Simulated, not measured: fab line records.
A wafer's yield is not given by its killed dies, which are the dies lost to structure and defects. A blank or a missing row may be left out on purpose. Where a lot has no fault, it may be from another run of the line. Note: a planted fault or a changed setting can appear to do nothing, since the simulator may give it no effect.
Which tool was responsible? / flow nand_harc / 36 wafers from 12 lots sampled at 4 of the route's 1159 steps

WHAT THE GAUGES SHOWED, per wafer
NHARC_A_ONON_D1_THK_MEAS_18: measures by ellipsometry. Usual: thk_nm at 1001 nm, with a standard deviation of 12.
lot=L512; measured=day 8 07:13; on=film_metro-02; thk_nm (nm)=994 996 994; flag=
lot=L513; measured=day 8 12:29; on=film_metro-01; thk_nm (nm)=997 997 998; flag=
lot=L514; measured=day 8 12:25; on=film_metro-01; thk_nm (nm)=1009 1007 1007; flag=
lot=L519; measured=day 9 11:27; on=film_metro-02; thk_nm (nm)=1001 1002 1003; flag=
lot=L522; measured=day 10 02:10; on=film_metro-02; thk_nm (nm)=827 828 830; flag=OFF
lot=L523; measured=day 11 05:59; on=film_metro-01; thk_nm (nm)=833 833 830; flag=OFF
lot=L524; measured=day 11 05:58; on=film_metro-02; thk_nm (nm)=1019 1019 1017; flag=
lot=L527; measured=day 11 22:08; on=film_metro-01; thk_nm (nm)=1016 1017 1016; flag=
lot=L529; measured=day 12 01:35; on=film_metro-02; thk_nm (nm)=995 996 996; flag=
lot=L528; measured=day 12 01:34; on=film_metro-01; thk_nm (nm)=1022 1022 1020; flag=
lot=L534; measured=day 13 08:46; on=film_metro-01; thk_nm (nm)=984 986 987; flag=
lot=L535; measured=day 13 18:43; on=film_metro-02; thk_nm (nm)=990 987 989; flag=

NHARC_A_CHANNEL_HOLE_D1_CD_MEAS_10 targets a cd of 100 nm. Usual: cd_nm at 99.8 nm, with a standard deviation of 0.43.
lot=L512; measured=day 8 16:04; on=cd_sem-03; cd_nm (nm)=100.1 100.1 99.9; flag=
lot=L513; measured=day 8 19:59; on=cd_sem-03; cd_nm (nm)=99.6 100.3 99.7; flag=
lot=L514; measured=day 8 17:59; on=cd_sem-01; cd_nm (nm)=99.9 99.9 99.7; flag=
lot=L519; measured=day 9 17:56; on=cd_sem-02; cd_nm (nm)=99.5 99.4 99.4; flag=
lot=L522; measured=day 10 08:12; on=cd_sem-02; cd_nm (nm)=99.3 99.4 99.3; flag=
lot=L523; measured=day 11 12:19; on=cd_sem-01; cd_nm (nm)=100.1 99.7 100.5; flag=
lot=L524; measured=day 11 12:07; on=cd_sem-01; cd_nm (nm)=99.7 99.2 99.8; flag=
lot=L527; measured=day 12 04:32; on=cd_sem-02; cd_nm (nm)=98.9 100.0 99.8; flag=
lot=L529; measured=day 12 10:17; on=cd_sem-03; cd_nm (nm)=100.3 100.3 100.2; flag=
lot=L528; measured=day 12 09:01; on=cd_sem-01; cd_nm (nm)=99.4 99.9 99.6; flag=
lot=L534; measured=day 13 16:40; on=cd_sem-02; cd_nm (nm)=100.0 99.9 100.1; flag=
lot=L535; measured=day 14 02:18; on=cd_sem-02; cd_nm (nm)=99.7 99.7 100.1; flag=

EACH LOT AND THE TOOL THAT RAN IT (in order: tool; ch and the chambers of the sampled wafers; start)
lot=L512; NHARC_P_BONDPAD_CMP_19=cmp-02 ch 0,2,3, day 6 20:55; NHARC_A_ONON_D1_DEP_16=pecvd_onon-02 ch 0, day 8 06:43
lot=L513; NHARC_P_BONDPAD_CMP_19=cmp-04 ch 0,2,3, day 7 02:20; NHARC_A_ONON_D1_DEP_16=pecvd_onon-03 ch 0, day 8 11:59
lot=L514; NHARC_P_BONDPAD_CMP_19=cmp-02 ch 0,1,3, day 7 03:25; NHARC_A_ONON_D1_DEP_16=pecvd_onon-04 ch 0, day 8 11:54
lot=L519; NHARC_P_BONDPAD_CMP_19=cmp-02 ch 0,3, day 8 03:24; NHARC_A_ONON_D1_DEP_16=pecvd_onon-04 ch 0, day 9 10:59
lot=L522; NHARC_P_BONDPAD_CMP_19=cmp-04 ch 1,2,3, day 8 14:04; NHARC_A_ONON_D1_DEP_16=pecvd_onon-03 ch 0, day 10 01:42
lot=L523; NHARC_P_BONDPAD_CMP_19=cmp-04 ch 1,2,3, day 9 19:11; NHARC_A_ONON_D1_DEP_16=pecvd_onon-03 ch 0, day 11 05:38
lot=L524; NHARC_P_BONDPAD_CMP_19=cmp-04 ch 0,1, day 9 20:47; NHARC_A_ONON_D1_DEP_16=pecvd_onon-02 ch 0, day 11 05:32
lot=L527; NHARC_P_BONDPAD_CMP_19=cmp-03 ch 2,3, day 10 11:43; NHARC_A_ONON_D1_DEP_16=pecvd_onon-02 ch 0, day 11 21:37
lot=L529; NHARC_P_BONDPAD_CMP_19=cmp-02 ch 1,2,3, day 10 14:45; NHARC_A_ONON_D1_DEP_16=pecvd_onon-02 ch 0, day 12 01:04
lot=L528; NHARC_P_BONDPAD_CMP_19=cmp-03 ch 0,2,3, day 10 16:35; NHARC_A_ONON_D1_DEP_16=pecvd_onon-04 ch 0, day 12 01:11
lot=L534; NHARC_P_BONDPAD_CMP_19=cmp-04 ch 2,3, day 11 23:05; NHARC_A_ONON_D1_DEP_16=pecvd_onon-04 ch 0, day 13 08:22
lot=L535; NHARC_P_BONDPAD_CMP_19=cmp-02 ch 1,2,3, day 12 03:44; NHARC_A_ONON_D1_DEP_16=pecvd_onon-02 ch 0, day 13 18:12
- NHARC_P_BONDPAD_CMP_19: polishes, t overpolish 30 s, cu recess touch 16 s, target thk 160.81 nm.
- NHARC_A_ONON_D1_DEP_16: target thk 1000 nm.

AS READ BY THE TOOLS THEMSELVES (means over the sampled wafers that have a number; for cases with no such wafer, the mark the record gives instead)
NHARC_P_BONDPAD_CMP_19. Usual: motor_current_A 11.7 A, standard deviation 1.4; overpolish_run_s 30.001 s, standard deviation 0.0094.
lot=L512; tool=cmp-02; motor_current_A (A)=12.0; overpolish_run_s (s)=30.000; flag=
lot=L513; tool=cmp-04; motor_current_A (A)=11.3; overpolish_run_s (s)=30.005; flag=
lot=L514; tool=cmp-02; motor_current_A (A)=11.4; overpolish_run_s (s)=30.010; flag=
lot=L519; tool=cmp-02; motor_current_A (A)=12.9; overpolish_run_s (s)=30.008; flag=
lot=L522; tool=cmp-04; motor_current_A (A)=11.2; overpolish_run_s (s)=30.004; flag=
lot=L523; tool=cmp-04; motor_current_A (A)=11.2; overpolish_run_s (s)=30.000; flag=
lot=L524; tool=cmp-04; motor_current_A (A)=11.5; overpolish_run_s (s)=29.994; flag=
lot=L527; tool=cmp-03; motor_current_A (A)=11.7; overpolish_run_s (s)=29.997; flag=
lot=L529; tool=cmp-02; motor_current_A (A)=10.4; overpolish_run_s (s)=30.003; flag=
lot=L528; tool=cmp-03; motor_current_A (A)=12.9; overpolish_run_s (s)=30.003; flag=
lot=L534; tool=cmp-04; motor_current_A (A)=11.4; overpolish_run_s (s)=30.002; flag=
lot=L535; tool=cmp-02; motor_current_A (A)=10.9; overpolish_run_s (s)=29.986; flag=

NHARC_A_ONON_D1_DEP_16. Usual: n2o_flow_sccm 1998 sccm, standard deviation 6.4; nh3_flow_sccm 500.2 sccm, standard deviation 1.7.
lot=L512; tool=pecvd_onon-02; n2o_flow_sccm (sccm)=2007; nh3_flow_sccm (sccm)=500.1; flag=
lot=L513; tool=pecvd_onon-03; n2o_flow_sccm (sccm)=1996; nh3_flow_sccm (sccm)=498.8; flag=
lot=L514; tool=pecvd_onon-04; n2o_flow_sccm (sccm)=2008; nh3_flow_sccm (sccm)=498.2; flag=
lot=L519; tool=pecvd_onon-04; n2o_flow_sccm (sccm)=1997; nh3_flow_sccm (sccm)=502.1; flag=
lot=L522; tool=pecvd_onon-03; n2o_flow_sccm (sccm)=1994; nh3_flow_sccm (sccm)=501.1; flag=
lot=L523; tool=pecvd_onon-03; n2o_flow_sccm (sccm)=1996; nh3_flow_sccm (sccm)=499.8; flag=
lot=L524; tool=pecvd_onon-02; n2o_flow_sccm (sccm)=1996; nh3_flow_sccm (sccm)=500.9; flag=
lot=L527; tool=pecvd_onon-02; n2o_flow_sccm (sccm)=1995; nh3_flow_sccm (sccm)=500.4; flag=
lot=L529; tool=pecvd_onon-02; n2o_flow_sccm (sccm)=1988; nh3_flow_sccm (sccm)=502.9; flag=
lot=L528; tool=pecvd_onon-04; n2o_flow_sccm (sccm)=2001; nh3_flow_sccm (sccm)=501.7; flag=
lot=L534; tool=pecvd_onon-04; n2o_flow_sccm (sccm)=1998; nh3_flow_sccm (sccm)=499.5; flag=
lot=L535; tool=pecvd_onon-02; n2o_flow_sccm (sccm)=1990; nh3_flow_sccm (sccm)=499.7; flag=

THE ANSWER, worked out from the rows above alone
Rule: a lot is off if the mean of its wafers that have a number lies more than 3 standard deviations from the usual mean. A lot without any number at a reading at which 4 lots or more have one is off too. Any other lot the step has rows for is counted as sound. First the gauges in route order, then the tools' own readings, where a lot's mean is used as printed above. At the first step where some lot is off, the reading lying furthest off is the one used; lots without a number count as furthest.
Off: L522, L523 (NHARC_A_ONON_D1_THK_MEAS_18, thk_nm).
If a tool, at a process step before that reading, ran all the lots that are off and no sound lot after the first of them, it fits. The gauges at NHARC_A_ONON_D1_THK_MEAS_18 are tried like those tools. One fits: pecvd_onon-03 at NHARC_A_ONON_D1_DEP_16. A fault onset in the window from L513 (day 8 11:59, its last sound lot) to L522 (day 10 01:42, its first lot off) fits.

WHAT THE SIMULATOR HAD INSERTED
Site profile drift: pecvd_onon-03, from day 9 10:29 on, at NHARC_A_ONON_D1_DEP_16. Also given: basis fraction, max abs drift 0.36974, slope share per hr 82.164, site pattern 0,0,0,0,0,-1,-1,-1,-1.
Shown lots that were struck: L522, L523. The same result came from the rule above.
